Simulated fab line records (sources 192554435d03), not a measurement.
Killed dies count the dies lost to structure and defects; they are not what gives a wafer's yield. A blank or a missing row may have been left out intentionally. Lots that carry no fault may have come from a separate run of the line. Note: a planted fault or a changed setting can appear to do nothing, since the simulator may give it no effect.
Matching of chambers	flow n5-finfet	4 sister chambers for N5_BEOL_M5_ETCH_67 on rie-diel-02
The step etches SiARC in CF4, target depth 15.6 nm, time 26 s. 8 wafers are shown with their chamber, then 10 later ones without.

## WAFERS PAIRED WITH THEIR CHAMBERS
wafer	chamber	drypump-motor-current-A (A)	showerhead-plenum-p-Torr (Torr)
L084.4	2	6.1	2.11
L086.2	3	5.3	2.09
L086.6	1	6.7	2.16
L089.1	0	6.3	2.22
L089.4	1	6.6	2.15
L089.6	0	6.3	2.22
L090.1	2	6.1	2.10
L090.3	3	5.2	2.08

## WAFERS MISSING THEIR CHAMBER
wafer	drypump-motor-current-A (A)	showerhead-plenum-p-Torr (Torr)
L090.5	6.1	2.10
L091.2	6.3	2.21
L091.4	5.2	2.08
L091.6	6.6	2.15
L093.2	5.3	2.08
L093.3	6.1	2.10
L093.5	5.3	2.08
L096.2	6.1	2.10
L096.4	6.1	2.10
L096.6	5.2	2.08

## WHICH CHAMBER EACH WENT THROUGH
wafer	from the rows above	in truth
L090.5	2	2
L091.2	0	0
L091.4	3	3
L091.6	1	1
L093.2	3	3
L093.3	2	2
L093.5	3	3
L096.2	2	2
L096.4	2	2
L096.6	3	3
Correctly placed: 10 of 10. Number that these rows cannot place: 0. Placed wrongly: 0.
How it was worked out, from the rows above alone: a wafer's distance from a chamber is the root of the sum, over the readings, of the square of ((its reading less the chamber's mean) divided by the reading's scatter). The wafer belongs to the nearest chamber; if the next one is less than 2 further off, it can't be placed. For every chamber, the mean is computed from those of its wafers that are shown. How the scatter is found: for the shown wafers, subtract from each reading the mean of its chamber, square and add these, divide the total by (wafers less chambers), then take the root.
